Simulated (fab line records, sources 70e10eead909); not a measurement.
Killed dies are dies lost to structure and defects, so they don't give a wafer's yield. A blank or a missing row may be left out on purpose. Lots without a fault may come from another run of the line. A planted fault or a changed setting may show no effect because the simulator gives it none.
fab line records | flow nand_harc | part 1 of 2: steps 1 to 4 of 6
record lots=20 wafers=60 last_day=25
route steps=1159 shown A_SOURCE_PLATE@420 A_CHANNEL_HOLE_D1@465 A_CHANNEL_FILL_D1@493
lots that met no fault: from a run of the same line without faults
start_h: hours from the record's first day to the start of the lot's first wafer shown | wait_h: hours since the lot's step before | " the same as in the row above | L1.1+2: a row that stands for several wafers | - no value, or no start given | * or withheld: withheld | < > ~ a bound
route shown NAME@n: a module of which the file shows steps, and the number in the route of the first | usual: mean/standard deviation of fault-free wafers | same: alike in all rows | chamber/n: place in a boat | sites: the reading at each site | _std_site: their standard deviation | _edge_site: outer sites' mean less inner sites' | radius_mm: how far each site lies from the wafer's centre | mask NAME#n: copy n | behind: the tool/chamber that last shaped the wafer | hold: why the lot was held/for how many hours/how that ended | device: the transistor (n, p or np) that didn't switch | end of line: the same wafers' tests at the end of the route | a step without rows: its recipe alone | killed: dies lost to structure and defects at the first sort, not the wafer's yield | map: a wafer's dies, x killed, . not, _ none there
set.NAME: the setting as run; set.NAME@STEP: as run at that earlier step | model.NAME: the simulator's own value behind a step, which no gauge read
steps of the route over a sample of lots; a table a step, a row a wafer
services: from which hour (start_h, from the record's first day; less than 0 if before it) a tool's chamber was out of use, for how many hours, and why
## steps
# step NHARC_A_SOURCE_PLATE_THK_MEAS_06
# recipe thk_meas_gauge=ellipsometry
# usual thk_nm=200.1/2.2
# columns lot.wafer tool chamber start_h wait_h thk_nm
L076.1 film_metro-01 - 169.05 0.4 202.0
L076.2 " - " " 200.4
L076.5 " - " " 199.5
L074.1 film_metro-02 - 169.05 0.4 198.3
L074.3 " - " " 200.4
L074.4 " - " " 197.1
L075.2 film_metro-01 - 169.08 0.4 198.7
L075.5 " - " " 201.5
L075.6 " - " " 202.2
L077.1 film_metro-02 - 173.44 0.4 202.3
L077.5 " - " " 203.6
L077.6 " - " " 203.7
L079.1 film_metro-01 - 182.97 0.4 199.2
L079.3 " - " " 197.1
L079.5 " - " " 198.9
L078.1 film_metro-02 - 182.97 0.4 200.7
L078.4 " - " " 199.5
L078.5 " - " " 199.0
L081.1 film_metro-01 - 190.43 0.4 201.5
L081.2 " - " " 202.3
L081.4 " - " " 199.6
L083.1 film_metro-02 - 211.58 0.4 195.9
L083.4 " - " " 198.4
L083.5 " - " " 196.3
L082.2 film_metro-02 - 211.61 0.4 199.3
L082.5 " - " " 198.2
L082.6 " - " " 202.8
L086.2 film_metro-02 - 236.29 0.4 198.8
L086.3 " - " " 198.4
L086.4 " - " " 198.3
L087.2 film_metro-01 - 236.29 0.4 202.0
L087.4 " - " " 201.2
L087.5 " - " " 201.2
L088.3 film_metro-01 - 240.32 0.4 197.9
L088.5 " - " " 197.8
L088.6 " - " " 199.9
L089.1 film_metro-02 - 249.81 0.4 200.0
L089.4 " - " " 199.2
L089.6 " - " " 197.1
L090.1 film_metro-01 - 249.82 0.4 198.1
L090.3 " - " " 196.6
L090.6 " - " " 199.0
L091.4 film_metro-02 - 269.67 0.4 199.4
L091.5 " - " " 201.9
L091.6 " - " " 197.6
L093.1 film_metro-02 - 269.67 0.4 204.0
L093.3 " - " " 206.0
L093.5 " - " " 202.2
L094.2 film_metro-01 - 269.69 0.4 199.1
L094.3 " - " " 200.4
L094.4 " - " " 200.2
L095.1 film_metro-02 - 279.68 0.4 202.9
L095.2 " - " " 202.2
L095.6 " - " " 200.6
L096.4 film_metro-01 - 288.05 0.4 199.7
L096.5 " - " " 198.8
L096.6 " - " " 195.5
L097.2 film_metro-02 - 305.94 0.4 201.0
L097.5 " - " " 200.0
L097.6 " - " " 201.4
# step NHARC_A_CHANNEL_HOLE_D1_DESCUM_15
# recipe time_s=3 o2_flow_sccm=200 ar_flow_sccm=0 bias_power_w=0 chemistry=O2
# usual drypump_motor_current_A=5.8/0.33 mfc_ar_sccm=0.010/0.0097 oes_product_au=0.997/0.012 rf_vpp_V=57.9/0.89 showerhead_plenum_p_Torr=1.96/0.067 throttle_valve_pct=11.312/0.0093
# columns lot.wafer tool chamber start_h wait_h drypump_motor_current_A mfc_ar_sccm oes_product_au rf_hours_counter_h rf_vpp_V showerhead_plenum_p_Torr throttle_valve_pct
L076.2 rie_diel-08 0 187.90 0.1 5.5 0 0.983 3 58.2 2.05 11.309
L076.1 " 2 " " 5.3 0.012 1.021 3 57.2 1.98 11.309
L076.5 " 3 " " 6.2 0.008 1.009 - 57.8 1.96 11.323
L074.1 rie_diel-01 2 188.46 0.1 6.0 0.004 0.990 3 59.1 1.99 11.305
L074.4 " 3 " " 5.6 0.019 0.996 2 58.6 1.95 11.329
L074.3 " 1 " " 6.1 0.004 1.007 3 58.7 2.04 11.311
L075.2 rie_diel-08 2 189.81 0.1 5.3 0.012 1.005 3 59.1 1.98 11.317
L075.6 " 2 " " 5.3 0.012 1.001 - 57.9 1.98 11.300
L075.5 " 3 " " 6.3 0.008 1.007 - 57.7 1.96 11.315
L077.1 rie_diel-07 2 190.03 0.1 5.6 0.024 1.019 9 58.8 1.96 11.306
L077.6 " 0 " " 5.4 0 0.990 - 58.1 1.94 11.299
L077.5 " 1 " " 5.2 0 1.007 - 58.5 2.05 11.300
L078.4 rie_diel-08 2 199.68 0.1 5.3 0.012 1.004 4 56.9 1.98 11.304
L078.1 " 0 " " 5.5 0 0.970 4 58.6 2.05 11.302
L078.5 " 1 " " 5.8 0.029 1.006 - 56.6 1.99 11.306
L079.3 rie_diel-01 2 199.83 0.1 5.9 0.004 0.984 4 58.1 1.99 11.298
L079.1 " 1 " " 6.1 0.004 1.005 4 58.4 2.04 11.301
L079.5 " 3 " " 5.6 0.019 0.993 - 57.5 1.95 11.317
L081.2 rie_diel-08 3 206.50 0.1 6.2 0.008 0.998 5 58.3 1.96 11.323
L081.1 " 1 " " 5.8 0.029 0.986 5 58.8 1.99 11.313
L081.4 " 0 " " 5.5 0 0.967 - 58.3 2.05 11.314
L082.2 rie_diel-01 2 229.10 0.1 5.9 0.004 0.988 7 57.1 1.99 11.315
L082.5 " 3 " " 5.6 0.019 1.000 - 57.6 1.95 11.281
L082.6 " 2 " " 5.9 0.004 0.987 - 57.4 1.99 11.316
L083.1 rie_diel-08 0 231.14 0.1 5.5 0 0.992 6 58.6 2.05 11.299
L083.4 " 2 " " 5.3 0.012 1.010 6 56.2 1.97 11.294
L083.5 " 3 " " 6.3 0.008 1.008 - 57.5 1.96 11.318
L086.3 rie_diel-08 3 252.15 0.1 6.2 0.008 1.000 7 57.7 1.96 11.310
L086.2 " 0 " " 5.5 0 0.973 7 58.9 2.05 11.312
L086.4 " 2 " " 5.3 0.012 1.002 8 56.1 1.97 11.334
L087.2 rie_diel-08 0 252.34 0.1 5.5 0 0.995 7 58.6 2.04 11.317
L087.4 " 1 " " 5.8 0.029 1.005 7 58.1 1.99 11.307
L087.5 " 3 " " 6.2 0.008 1.009 - 57.6 1.96 11.306
L088.3 rie_diel-01 0 256.79 0.1 6.1 0 0.998 8 56.5 1.81 11.313
L088.6 " 3 " " 5.6 0.019 0.990 - 57.7 1.95 11.312
L088.5 " 0 " " 6.1 0 0.984 - 56.2 1.81 11.312
L089.1 rie_diel-08 2 265.93 0.1 5.3 0.012 1.003 9 56.5 1.97 11.313
L089.4 " 0 " " 5.5 0 0.971 8 56.5 2.04 11.307
L089.6 " 2 " " 5.3 0.012 0.996 - 57.9 1.97 11.309
L090.1 rie_diel-01 3 266.11 0.1 5.7 0.019 0.989 11 57.0 1.95 11.318
L090.3 " 0 " " 6.1 0 0.989 10 57.2 1.81 11.306
L090.6 " 3 " " 5.7 0.019 0.987 - 58.6 1.95 11.323
L093.3 rie_diel-01 0 287.78 0.1 6.1 0 0.987 12 55.8 1.81 11.305
L093.1 " 2 " " 5.9 0.004 0.986 10 57.6 1.99 11.320
L093.5 " 3 " " 5.6 0.019 0.999 - 58.7 1.95 11.317
L091.4 rie_diel-07 2 289.41 0.1 5.6 0.024 1.004 3 57.9 1.96 11.311
L091.5 " 1 " " 5.2 0 0.997 - 56.6 2.05 11.305
L091.6 " 2 " " 5.6 0.024 1.007 - 57.5 1.96 11.309
L094.2 rie_diel-08 1 289.69 0.1 5.8 0.029 1.009 9 57.4 1.99 11.315
L094.3 " 2 " " 5.3 0.012 1.000 10 58.0 1.97 11.315
L094.4 " 3 " " 6.2 0.008 1.000 10 59.4 1.96 11.304
L095.1 rie_diel-08 1 295.43 0.1 5.9 0.029 1.006 10 57.6 1.99 11.314
L095.2 " 2 " " 5.3 0.012 1.004 11 57.3 1.97 11.311
L095.6 " 1 " " 5.8 0.029 1.001 - 58.6 1.99 11.313
L096.4 rie_diel-01 3 303.71 0.1 5.6 0.019 1.004 14 59.0 1.94 11.327
L096.5 " 3 " " 5.6 0.019 0.995 - 56.6 1.95 11.291
L096.6 " 0 " " 6.1 0 0.993 - 58.8 1.81 11.302
L097.2 rie_diel-08 2 323.52 0.1 5.2 0.012 0.994 1 58.3 1.97 11.310
L097.5 " 1 " " 5.8 0.029 1.003 - 58.9 1.99 11.298
L097.6 " 2 " " 5.3 0.012 0.992 - 57.6 1.97 11.316
# step NHARC_A_CHANNEL_HOLE_D1_ETCH_38
# recipe target_depth_a=390 over_etch_frac=0.3 time_s=65 ion_energy_ev=80 cf4_flow_sccm=150 ar_flow_sccm=0 rf_w=300 bias_w=100 chemistry=CF4
# usual drypump_motor_current_A=5.8/0.32 mfc_ar_sccm=0.010/0.01 oes_product_au=0.996/0.011 rf_fwd_power_W=297.5/1.2 rf_vpp_V=151.8/1.1 showerhead_plenum_p_Torr=1.81/0.058 throttle_valve_pct=13.285/0.0088
# columns lot.wafer tool chamber start_h wait_h drypump_motor_current_A mfc_ar_sccm oes_product_au rf_fwd_power_W rf_hours_counter_h rf_vpp_V showerhead_plenum_p_Torr throttle_valve_pct
L076.2 rie_diel-08 2 187.98 0.1 5.3 0.012 1.005 296.0 3 151.8 1.82 13.276
L076.1 " 0 " " 5.5 0 0.977 296.5 3 153.1 1.88 13.273
L076.5 " 1 " " 5.8 0.029 1.012 297.4 - 151.3 1.84 13.292
L074.3 rie_diel-01 0 188.55 0.1 6.1 0 0.988 298.7 2 151.6 1.68 13.286
L074.4 " 1 " " 6.1 0.004 1.001 297.0 3 151.9 1.88 13.287
L074.1 " 2 " " 6.0 0.004 0.991 300.5 3 151.9 1.84 13.281
L075.2 rie_diel-08 3 189.89 0.1 6.2 0.008 1.000 297.4 3 152.0 1.81 13.290
L075.5 " 3 " " 6.2 0.008 1.002 296.9 - 152.0 1.81 13.299
L075.6 " 0 " " 5.5 0 0.965 296.4 - 151.2 1.88 13.293
L077.1 rie_diel-07 3 190.10 0.1 6.3 0.005 1.002 298.4 10 152.0 1.77 13.286
L077.5 " 2 " " 5.6 0.024 1.003 297.6 - 152.0 1.81 13.276
L077.6 " 3 " " 6.3 0.005 1.000 298.7 - 153.0 1.77 13.288
L078.1 rie_diel-08 3 199.75 0.1 6.2 0.008 1.000 297.0 4 152.1 1.81 13.279
L078.4 " 2 " " 5.3 0.012 1.011 298.3 4 151.0 1.82 13.269
L078.5 " 3 " " 6.2 0.008 1.013 298.3 - 150.9 1.81 13.284
L079.1 rie_diel-01 2 199.92 0.1 6.0 0.004 0.989 297.8 4 152.2 1.84 13.294
L079.3 " 1 " " 6.1 0.004 1.013 295.5 4 151.5 1.88 13.304
L079.5 " 3 " " 5.6 0.019 0.993 296.6 - 151.2 1.80 13.277
L081.2 rie_diel-08 0 206.61 0.1 5.5 0 0.970 296.8 5 152.0 1.88 13.284
L081.1 " 1 " " 5.8 0.029 1.014 296.3 5 152.2 1.84 13.296
L081.4 " 3 " " 6.2 0.008 1.003 297.0 - 150.6 1.81 13.262
L082.2 rie_diel-01 3 229.18 0.1 5.6 0.019 0.991 297.1 6 150.8 1.80 13.294
L082.6 " 3 " " 5.6 0.019 0.995 297.3 - 152.1 1.80 13.276
L082.5 " 0 " " 6.1 0 0.983 297.4 - 150.4 1.68 13.277
L083.1 rie_diel-08 1 231.22 0.1 5.8 0.029 1.009 294.5 6 152.3 1.84 13.277
L083.4 " 3 " " 6.2 0.008 1.008 297.2 6 150.9 1.81 13.284
L083.5 " 2 " " 5.3 0.012 1.011 296.7 - 149.9 1.82 13.287
L086.3 rie_diel-08 1 252.24 0.1 5.8 0.029 0.994 297.3 7 152.2 1.84 13.269
L086.2 " 3 " " 6.2 0.008 0.998 296.7 7 152.4 1.81 13.296
L086.4 " 0 " " 5.5 0 0.980 298.3 7 152.1 1.88 13.289
L087.2 rie_diel-08 3 252.52 0.2 6.2 0.008 0.991 296.6 7 152.4 1.81 13.284
L087.4 " 2 " " 5.3 0.012 0.995 299.0 8 151.9 1.82 13.289
L087.5 " 0 " " 5.5 0 0.975 298.2 - 152.4 1.88 13.297
L088.3 rie_diel-01 0 256.88 0.1 6.1 0 0.993 300.4 8 149.8 1.68 13.300
L088.5 " 3 " " 5.6 0.019 0.984 297.2 - 152.4 1.80 13.282
L088.6 " 0 " " 6.1 0 0.994 298.6 - 149.9 1.68 13.283
L089.4 rie_diel-08 2 266.02 0.1 5.3 0.012 0.991 297.6 9 153.5 1.82 13.269
L089.1 " 0 " " 5.5 0 0.974 296.6 8 153.6 1.88 13.290
L089.6 " 1 " " 5.8 0.029 1.002 297.3 - 152.7 1.83 13.276
L090.3 rie_diel-01 3 266.20 0.1 5.6 0.019 0.994 296.8 11 151.1 1.80 13.280
L090.1 " 0 " " 6.1 0 0.998 297.5 10 151.6 1.68 13.271
L090.6 " 0 " " 6.1 0 0.989 298.5 - 149.7 1.68 13.290
L093.1 rie_diel-01 2 287.86 0.1 5.9 0.004 1.003 298.9 10 151.8 1.83 13.288
L093.3 " 1 " " 6.1 0.004 1.020 295.7 9 153.6 1.88 13.285
L093.5 " 2 " " 5.9 0.004 0.998 298.9 - 152.5 1.83 13.280
L091.4 rie_diel-07 1 289.49 0.1 5.2 0 1.007 298.8 3 152.3 1.89 13.278
L091.6 " 1 " " 5.2 0 0.995 297.2 - 152.4 1.89 13.308
L091.5 " 2 " " 5.6 0.024 1.008 295.6 - 151.3 1.80 13.279
L094.4 rie_diel-08 1 289.78 0.1 5.8 0.029 1.009 298.0 9 153.2 1.83 13.292
L094.2 " 3 " " 6.2 0.008 0.999 297.7 10 150.5 1.80 13.282
L094.3 " 0 " " 5.5 0 0.994 298.5 9 151.2 1.88 13.273
L095.1 rie_diel-08 1 295.54 0.1 5.8 0.029 0.993 296.7 10 150.4 1.83 13.285
L095.2 " 2 " " 5.3 0.012 0.994 301.2 11 151.5 1.82 13.291
L095.6 " 1 " " 5.9 0.029 1.002 297.5 - 152.2 1.83 13.271
L096.4 rie_diel-01 1 303.79 0.1 6.1 0.004 1.011 295.8 11 151.6 1.88 13.291
L096.5 " 1 " " 6.1 0.004 1.013 294.9 - 152.7 1.88 13.304
L096.6 " 2 " " 6.0 0.004 0.992 298.2 - 153.9 1.83 13.291
L097.2 rie_diel-08 1 323.61 0.1 5.8 0.029 0.998 296.8 1 151.2 1.83 13.281
L097.5 " 3 " " 6.2 0.008 0.986 296.8 - 151.5 1.80 13.275
L097.6 " 0 " " 5.5 0 0.997 296.8 - 153.2 1.88 13.280
# step NHARC_A_CHANNEL_HOLE_D1_ETCH_20
# recipe bias_v=3000 source_w=withheld pressure_mtorr=20 time_s=361.9 ar_flow_sccm=375 c4f8_flow_sccm=89.3 o2_flow_sccm=35.7 temp_c=-20 target_depth_a=16000 chemistry=C4F8/O2/Ar
# usual drypump_motor_current_A=5.7/0.35 esc_clamp_current_uA=0.0214/0.00037 mfc_ar_sccm=374.9/1.1 showerhead_plenum_p_Torr=3.72/0.12 temp_c=-20.01/0.11 throttle_valve_pct=32.155/0.01
# columns lot.wafer tool chamber start_h wait_h drypump_motor_current_A esc_clamp_current_uA mfc_ar_sccm rf_hours_counter_h showerhead_plenum_p_Torr temp_c throttle_valve_pct
L076.2 har_etch-02 1 189.19 0.1 6.3 0.0211 375.2 107 3.61 -19.81 32.156
L076.1 " 0 " " 5.4 0.0218 375.5 107 3.87 -19.97 32.159
L076.5 " 1 " " 6.3 0.0211 374.2 - 3.61 -19.91 32.164
L074.1 har_etch-02 1 193.41 0.1 6.3 0.0210 376.4 111 3.61 -20.00 32.177
L074.3 " 0 " " 5.4 0.0219 372.9 - 3.87 -19.91 32.162
L074.4 " 1 " " 6.3 0.0211 374.4 - 3.61 -19.98 32.146
L075.2 har_etch-01 1 193.61 0.1 5.7 0.0216 375.3 186 3.61 -19.95 32.156
L075.6 " 1 " " 5.6 0.0215 373.6 - 3.61 -19.93 32.135
L075.5 " 0 " " 5.5 0.0210 374.3 - 3.83 -20.10 32.152
L077.1 har_etch-02 0 197.53 0.1 5.4 0.0219 374.1 115 3.87 -19.90 32.150
L077.6 " 0 " " 5.4 0.0219 375.2 - 3.87 -19.94 32.155
L077.5 " 1 " " 6.3 0.0211 376.5 - 3.61 -20.08 32.154
L078.1 har_etch-01 1 200.96 0.1 5.7 0.0216 374.4 192 3.60 -20.03 32.140
L078.4 " 0 " " 5.5 0.0210 376.0 - 3.82 -20.08 32.158
L078.5 " 0 " " 5.5 0.0210 375.2 - 3.82 -20.13 32.144
L079.1 har_etch-02 0 201.73 0.1 5.4 0.0219 373.8 119 3.87 -20.03 32.165
L079.3 " 1 " " 6.3 0.0210 375.3 - 3.61 -19.78 32.151
L079.5 " 1 " " 6.3 0.0211 375.2 - 3.61 -19.92 32.171
L081.2 har_etch-02 1 208.26 0.1 6.3 0.0210 374.1 123 3.61 -20.05 32.161
L081.1 " 0 " " 5.4 0.0218 376.8 123 3.86 -20.02 32.143
L081.4 " 0 " " 5.4 0.0219 376.2 - 3.86 -19.89 32.149
L082.2 har_etch-01 0 230.85 0.1 5.5 0.0210 376.3 202 3.82 -19.95 32.155
L082.6 " 0 " " 5.5 0.0210 375.9 - 3.82 -20.13 32.130
L082.5 " 1 " " 5.6 0.0216 374.6 - 3.60 -20.01 32.158
L083.1 har_etch-01 0 235.07 0.1 5.6 0.0210 374.6 206 3.82 -19.79 32.161
L083.4 " 1 " " 5.7 0.0216 375.4 - 3.60 -19.86 32.157
L083.5 " 0 " " 5.5 0.0210 373.3 - 3.82 -19.76 32.156
L086.2 har_etch-02 1 253.63 0.1 6.3 0.0211 373.3 141 3.60 -19.95 32.142
L086.4 " 1 " " 6.3 0.0211 374.0 - 3.60 -19.96 32.164
L086.3 " 0 " " 5.4 0.0219 373.4 - 3.85 -19.94 32.152
L087.2 har_etch-01 1 254.77 0.1 5.6 0.0216 376.5 215 3.59 -20.20 32.153
L087.4 " 1 " " 5.6 0.0216 375.1 - 3.59 -20.14 32.150
L087.5 " 1 " " 5.6 0.0216 376.3 - 3.59 -20.08 32.160
L088.3 har_etch-02 0 258.42 0.2 5.4 0.0219 374.2 - 3.85 -20.00 32.143
L088.5 " 1 " " 6.3 0.0211 375.2 - 3.59 -19.79 32.160
L088.6 " 0 " " 5.4 0.0219 376.7 - 3.85 -20.07 32.156
L089.1 har_etch-02 0 267.27 0.1 5.4 0.0219 375.6 150 3.85 -20.24 32.161
L089.4 " 0 " " 5.4 0.0219 375.2 - 3.85 -20.23 32.165
L089.6 " 0 " " 5.4 0.0219 374.4 - 3.85 -19.96 32.148
L090.1 har_etch-01 1 267.59 0.1 5.6 0.0216 374.8 222 3.59 -20.19 32.140
L090.3 " 1 " " 5.7 0.0215 376.3 - 3.59 -20.01 32.177
L090.6 " 0 " " 5.5 0.0211 375.6 - 3.81 -19.90 32.170
L093.1 har_etch-01 1 289.07 0.1 5.6 0.0216 373.2 229 3.58 -19.95 32.150
L093.3 " 1 " " 5.6 0.0216 375.3 - 3.58 -19.93 32.144
L093.5 " 1 " " 5.6 0.0216 373.0 - 3.58 -19.80 32.164
L091.4 har_etch-01 0 293.31 0.2 5.6 0.0210 377.7 - 3.80 -19.99 32.158
L091.5 " 0 " " 5.6 0.0210 376.1 - 3.80 -19.96 32.148
L091.6 " 1 " " 5.7 0.0216 374.0 - 3.58 -19.94 32.169
L094.2 har_etch-02 1 294.50 0.1 6.2 0.0211 374.7 162 3.58 -19.93 32.170
L094.4 " 0 " " 5.4 0.0219 376.5 - 3.84 -19.89 32.152
L094.3 " 1 " " 6.3 0.0211 372.5 - 3.59 -20.01 32.153
L095.1 har_etch-01 0 297.36 0.1 5.6 0.0211 376.1 236 3.80 -20.20 32.162
L095.2 " 1 " " 5.6 0.0217 374.8 236 3.58 -20.03 32.155
L095.6 " 0 " " 5.6 0.0210 375.4 - 3.80 -20.03 32.171
L096.4 har_etch-02 0 305.16 0.2 5.4 0.0219 375.6 - 3.84 -20.08 32.151
L096.6 " 1 " " 6.3 0.0211 375.7 - 3.58 -19.92 32.159
L096.5 " 0 " " 5.4 0.0219 374.8 - 3.84 -20.08 32.145
L097.2 har_etch-01 1 327.10 0.1 5.6 0.0216 375.1 4 3.58 -20.18 32.170
L097.6 " 0 " " 5.5 0.0210 373.8 - 3.79 -20.05 32.156
L097.5 " 1 " " 5.6 0.0216 374.7 - 3.58 -20.11 32.166
